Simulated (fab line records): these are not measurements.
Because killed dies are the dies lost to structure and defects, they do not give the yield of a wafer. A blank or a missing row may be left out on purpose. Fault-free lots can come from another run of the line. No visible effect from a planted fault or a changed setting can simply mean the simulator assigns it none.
Chamber matching / flow n5_finfet / N5_GATE_CUT_HM_OPEN_40 on rie_diel-05 has 3 sister chambers
The step chemistry C4F6/O2, target SiO2, target depth 139 nm, time 85.1 s. 14 wafers are shown with their chamber, then 6 later ones without.

== WAFERS PAIRED WITH THEIR CHAMBERS ==
wafer=L074.3; chamber=0; showerhead_plenum_p_Torr (Torr)=2.93; throttle_valve_pct (%)=20.74; rf_vpp_V (V)=683
wafer=L074.4; chamber=1; showerhead_plenum_p_Torr (Torr)=2.96; throttle_valve_pct (%)=21.26; rf_vpp_V (V)=670
wafer=L074.6; chamber=0; showerhead_plenum_p_Torr (Torr)=2.93; throttle_valve_pct (%)=20.75; rf_vpp_V (V)=685
wafer=L076.3; chamber=1; showerhead_plenum_p_Torr (Torr)=2.96; throttle_valve_pct (%)=21.26; rf_vpp_V (V)=671
wafer=L076.5; chamber=0; showerhead_plenum_p_Torr (Torr)=2.92; throttle_valve_pct (%)=20.74; rf_vpp_V (V)=684
wafer=L076.6; chamber=1; showerhead_plenum_p_Torr (Torr)=2.96; throttle_valve_pct (%)=21.27; rf_vpp_V (V)=670
wafer=L077.1; chamber=0; showerhead_plenum_p_Torr (Torr)=2.92; throttle_valve_pct (%)=20.77; rf_vpp_V (V)=683
wafer=L077.2; chamber=1; showerhead_plenum_p_Torr (Torr)=2.96; throttle_valve_pct (%)=21.29; rf_vpp_V (V)=669
wafer=L077.6; chamber=1; showerhead_plenum_p_Torr (Torr)=2.96; throttle_valve_pct (%)=21.27; rf_vpp_V (V)=670
wafer=L078.3; chamber=2; showerhead_plenum_p_Torr (Torr)=2.73; throttle_valve_pct (%)=21.20; rf_vpp_V (V)=648
wafer=L078.5; chamber=2; showerhead_plenum_p_Torr (Torr)=2.73; throttle_valve_pct (%)=21.20; rf_vpp_V (V)=649
wafer=L078.6; chamber=1; showerhead_plenum_p_Torr (Torr)=2.96; throttle_valve_pct (%)=21.28; rf_vpp_V (V)=669
wafer=L082.4; chamber=0; showerhead_plenum_p_Torr (Torr)=2.92; throttle_valve_pct (%)=20.77; rf_vpp_V (V)=684
wafer=L082.5; chamber=2; showerhead_plenum_p_Torr (Torr)=2.73; throttle_valve_pct (%)=21.21; rf_vpp_V (V)=649

SIGNATURES, as means of the wafers listed above
reading=showerhead_plenum_p_Torr; chamber 0=2.9240; chamber 1=2.9600; chamber 2=2.7300; scatter within a chamber=0.0033
reading=throttle_valve_pct; chamber 0=20.7540; chamber 1=21.2717; chamber 2=21.2033; scatter within a chamber=0.0123
reading=rf_vpp_V; chamber 0=683.80; chamber 1=669.83; chamber 2=648.67; scatter within a chamber=0.757
Rule: for each reading, subtract the chamber's mean from the wafer's reading, divide by that reading's scatter and square the result; add these up over the readings and take the root, which gives the wafer's distance from the chamber. The wafer belongs to the nearest chamber; if the next one is less than 2 further off, it can't be placed. The scatter: the root of (the sum of the squares of (reading less its chamber's mean) over the shown wafers, divided by (wafers less chambers)).

== WAFERS WHOSE CHAMBER IS MISSING ==
wafer=L082.6; showerhead_plenum_p_Torr (Torr)=2.95; throttle_valve_pct (%)=21.28; rf_vpp_V (V)=670
wafer=L084.4; showerhead_plenum_p_Torr (Torr)=2.95; throttle_valve_pct (%)=21.30; rf_vpp_V (V)=669
wafer=L084.6; showerhead_plenum_p_Torr (Torr)=2.95; throttle_valve_pct (%)=21.29; rf_vpp_V (V)=670
wafer=L095.2; showerhead_plenum_p_Torr (Torr)=2.94; throttle_valve_pct (%)=21.32; rf_vpp_V (V)=669
wafer=L095.3; showerhead_plenum_p_Torr (Torr)=2.91; throttle_valve_pct (%)=20.45; rf_vpp_V (V)=684
wafer=L095.5; showerhead_plenum_p_Torr (Torr)=2.71; throttle_valve_pct (%)=21.24; rf_vpp_V (V)=650

== CHAMBER TAKEN BY EACH ==
wafer=L082.6; from the rows above=1; in truth=1
wafer=L084.4; from the rows above=1; in truth=1
wafer=L084.6; from the rows above=1; in truth=1
wafer=L095.2; from the rows above=1; in truth=1
wafer=L095.3; from the rows above=0; in truth=0
wafer=L095.5; from the rows above=2; in truth=2
6 of 6 placed correctly. From these rows, 0 cannot be placed. 0 placed wrongly.
